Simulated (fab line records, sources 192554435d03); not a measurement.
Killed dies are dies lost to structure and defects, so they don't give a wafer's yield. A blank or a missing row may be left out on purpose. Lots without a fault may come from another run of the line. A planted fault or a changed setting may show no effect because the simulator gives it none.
A struck lot beside a sound one | flow n5_finfet | 39 steps out of a route of 1938
Sound: wafers L509.2, L509.4, L509.6. Struck: wafers L522.1, L522.3, L522.5. The cause comes at the end.
At each step with rows: each side's tool, then ch and its chambers, then its first start. Under that, the readings that differ: sound wafers | struck wafers | difference of the means | sigmas: that difference in standard deviations of wafers without a fault.
alike: readings whose means differ by less than 2 such deviations, and words and numbers that are the same on both sides. not compared: withheld readings, readings that some wafer has no value for, bounds like >300 that may hide the same value, and numbers for which the record gives no deviation and whose values overlap.
The two part at a step that has a row with sigmas, a row that says differs or no value, or rows on one side only. Numbers that don't overlap but have no deviation are shown without sigmas and don't part them. A reading that every wafer of one side lacks parts them only if that side has two wafers or more.

first, 9 steps without rows for these wafers: N5_STI_FIN_REVEAL_SRD_21 (time 30 s); N5_STI_FIN_REVEAL_OXIDATION_33 (chemistry O2 PLASMA REMOTE, time 20 s); N5_STI_FIN_REVEAL_CLEAN_19 (cleans in O3/DIW, time 120 s); N5_STI_FIN_REVEAL_SRD_23 (time 30 s); N5_STI_FIN_REVEAL_PRECLEAN_18 (cleans in SC2, time 45 s); N5_STI_FIN_REVEAL_SRD_28 (time 30 s); N5_DUMMY_GATE_PRECLEAN_00 (cleans in O3/DIW, time 60 s); N5_DUMMY_GATE_SRD_01 (time 30 s); N5_DUMMY_GATE_ALD_02 (deposits SiO2, target thk 2 nm, pulse time 1 s).
N5_DUMMY_GATE_CVD_03: deposits a-Si from SiH4, target thk 150 nm, time 8042 s.
  sound on lpcvd-01 ch 1/104,1/114,1/95, day 2 13:31; struck on lpcvd-01 ch 1/65,1/75,1/84, day 6 02:04
then, 3 steps without rows for these wafers: N5_DUMMY_GATE_PRECLEAN_46 (cleans in DIW, time 89.5 s); N5_DUMMY_GATE_SRD_47 (dry time 32 s); N5_DUMMY_GATE_CMP_04 (polishes a-Si).
N5_DUMMY_GATE_THK_MEAS_05:
  sound on film_metro-02, day 2 17:30; struck on film_metro-01, day 6 06:02
  reading     | sound          | struck         | difference | sigmas
  thk_nm (nm) | 71.6 69.7 71.5 | 53.2 52.1 53.4 | -18.0      | -13
then, 21 steps without rows for these wafers: N5_DUMMY_GATE_HM_DEP_06 (deposits SiNx from DCS/NH3, target thk 80 nm, time 5141 s); N5_DUMMY_GATE_PECVD_30 (deposits SiO2 from TEOS/O2, target thk 55 nm, time 10.8 s); N5_DUMMY_GATE_COAT_34 (time 60 s, resist thk 60 nm); N5_DUMMY_GATE_COAT_35 (time 60 s, resist thk 10 nm); N5_DUMMY_GATE_COAT_28 (time 60 s, resist thk 10 nm); N5_DUMMY_GATE_COAT_09 (resist thk 30 nm); N5_DUMMY_GATE_EBR_11; N5_DUMMY_GATE_SOFTBAKE_10 (time 60 s); N5_DUMMY_GATE_EXPOSE_12 (exposes mask GATE, target cd 25 nm); N5_DUMMY_GATE_PEB_13 (peb time 60 s); N5_DUMMY_GATE_DEVELOP_14 (develop time 30 s); N5_DUMMY_GATE_DESCUM_20 (chemistry O2, time 6.2 s); N5_DUMMY_GATE_ETCH_29 (etches underlayer in N2/H2, target depth 13 nm); N5_DUMMY_GATE_ETCH_36 (etches SiARC in CF4, target depth 13 nm); N5_DUMMY_GATE_ETCH_37 (etches SOC in N2/H2, target depth 60 nm, overetch 30 nm); N5_DUMMY_GATE_STRIP_38 (strips in N2/H2); N5_DUMMY_GATE_STRIP_39 (strips in N2/H2); N5_DUMMY_GATE_TRIM_49 (chemistry O2, time 29 s, target cd 14 nm); N5_DUMMY_GATE_STRIP_40 (strips in CF4); N5_DUMMY_GATE_ETCH_31 (etches SiO2 in C4F6/O2, target depth 82.5 nm, time 27.5 s); N5_DUMMY_GATE_STRIP_41 (strips in O2).
N5_DUMMY_GATE_ETCH_44: etches poly-Si in HBr/O2, stops on SiO2, target depth 127.5 nm.
  sound on rie_si-04 ch 0,3, day 2 22:49; struck on rie_si-04 ch 0,3, day 6 12:23
  reading               | sound             | struck            | difference | sigmas
  oes_product_au (a.u.) | 0.715 0.715 0.715 | 0.630 0.615 0.632 | -0.089     | -8
  alike: HBr_flow_sccm, drypump_motor_current_A, rf_fwd_power_W, throttle_valve_pct
  not compared: rf_hours_counter_h
N5_SDB_THK_MEAS_31:
  sound on film_metro-02, day 3 20:52; struck on film_metro-02, day 7 11:21
  reading      | sound          | struck         | difference | sigmas
  SDB_THK (nm) | 63.8 62.1 63.6 | 45.4 44.4 45.6 | -18.0      | -13
-- the record jumps here: 4 days lie between the struck wafers' starts before and after (it left off in module SDB and takes up again in module BEOL_M4, whose first step shown is number 1111 of the route) --
N5_BEOL_M4_RC_MEAS_101:
  sound on prober-01 ch 0, day 8 15:38; struck on prober-01 ch 0, day 11 12:41
  reading   | sound          | struck         | difference | sigmas
  VT_P (mV) | -256 -254 -256 | -251 -246 -248 | +7         | +2
  alike: DIBL_N, DIBL_P, IOFF_N, IOFF_P, ION_N, ION_P, SS_N, SS_P, VT_N
-- the record jumps here: 5 days lie between the struck wafers' starts before and after (it left off in module BEOL_M4 and takes up again in module PASSIVATION, whose first step shown is number 1936 of the route) --
N5_PASSIVATION_PROBE_49:
  the record has rows for the struck wafers here (prober-01, day 16 07:53) and none for the sound ones

WHERE THEY PART
First at N5_DUMMY_GATE_THK_MEAS_05; last, within this record, at N5_PASSIVATION_PROBE_49.

WHY: what the simulator had put in
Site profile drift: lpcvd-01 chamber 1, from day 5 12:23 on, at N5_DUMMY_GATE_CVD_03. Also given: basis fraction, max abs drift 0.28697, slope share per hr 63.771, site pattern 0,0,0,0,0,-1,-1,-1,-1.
